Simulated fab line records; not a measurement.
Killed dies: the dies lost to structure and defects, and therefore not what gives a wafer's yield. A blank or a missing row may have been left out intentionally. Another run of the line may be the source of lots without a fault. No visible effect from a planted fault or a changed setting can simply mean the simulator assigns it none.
2 desks, one fault / flow n5_finfet / numbers are kept per desk, each desk with only its own; the story behind them comes last

== METROLOGY DESK ==
What the gauges read for every lot (on any tool): the sampled wafers with a number, averaged. If a lot's mean is further than 4 standard deviations from the usual mean, the lot is out of limits and carries the mark OUT (the distance appears in the brackets). It has 11 readings; the 7 that lie furthest out on some lot are the ones shown.
Columns: A = M2_THK at N5_BEOL_M2_THK_MEAS_53, usual 39.8 nm; B = DIBL_N at N5_BEOL_M4_RC_MEAS_101, usual 37.5 mV/V; C = DIBL_P at N5_BEOL_M4_RC_MEAS_101, usual 37.5 mV/V; D = IOFF_N at N5_BEOL_M4_RC_MEAS_101, usual 0.18 nA/um; E = SS_N at N5_BEOL_M4_RC_MEAS_101, usual 72.0 mV/dec; F = SS_P at N5_BEOL_M4_RC_MEAS_101, usual 73.6 mV/dec; G = VT_N at N5_BEOL_M4_RC_MEAS_101, usual 249 mV
lot=L793; first seen here=day 8 18:41; A=41.5; B=35.3; C=34.7; D=0.13; E=70.6; F=72.9; G=253
lot=L794; first seen here=day 9 00:53; A=40.0; B=37.7; C=39.0; D=0.18; E=71.7; F=73.5; G=248
lot=L795; first seen here=day 9 10:16; A=40.6; B=38.0; C=38.0; D=0.20; E=71.2; F=73.3; G=245
lot=L796; first seen here=day 9 12:30; A=40.2; B=38.7; C=40.4; D=0.22; E=72.4; F=74.9; G=249
lot=L804; first seen here=day 11 07:08; A=38.5; B=39.6; C=38.6; D=0.20; E=72.4; F=74.0; G=247
lot=L807; first seen here=day 12 09:52; A=35.6; B=37.6; C=36.5; D=0.19; E=72.1; F=73.9; G=248
Finding of this desk: none of the 6 lots has anything out of limits.

== TOOL OWNER'S DESK, cvd_co-02 ==
The tool's own readings at N5_BEOL_M2_CO_CAP_55 (material Co, precursor CCTBA/H2, target thk 2 nm, time 102.1 s): means of the sampled wafers that have a number, for each lot that ran on this tool. If a lot's mean is further than 4 standard deviations from the usual mean, the lot is out of limits and carries the mark OUT (the distance appears in the brackets).
Columns: A = heater_power_w at N5_BEOL_M2_CO_CAP_55, usual 239 W; B = run_length_s at N5_BEOL_M2_CO_CAP_55, usual 125.0 s
lot=L793; first seen here=day 8 18:46; A=253; B=125.2
lot=L795; first seen here=day 9 10:20; A=245; B=172.4 (+99 or more) OUT
lot=L796; first seen here=day 9 12:35; A=243; B=149.0 (+61) OUT
This desk finds L795, L796 out of limits, L795 being first, at day 9 10:20 (run_length_s at N5_BEOL_M2_CO_CAP_55). Within limits: L793.

== TAKEN TOGETHER ==
The tool owner's desk could have raised an alarm at day 9 10:20, on L795, L796.
At the metrology desk, nothing out of limits was observed.
The metrology desk holds a record of L795, L796, inside its limits.
The lots listed all ran N5_BEOL_M2_CO_CAP_55 on cvd_co-02.

== WHAT THE SIMULATOR PUT IN ==
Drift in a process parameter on cvd_co-02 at N5_BEOL_M2_CO_CAP_55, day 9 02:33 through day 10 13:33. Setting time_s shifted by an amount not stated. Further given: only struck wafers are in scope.
Struck lots among those shown: L795, L796.
Hours from the fault's start to each desk's first reading out of limits: the tool owner's desk, 8.
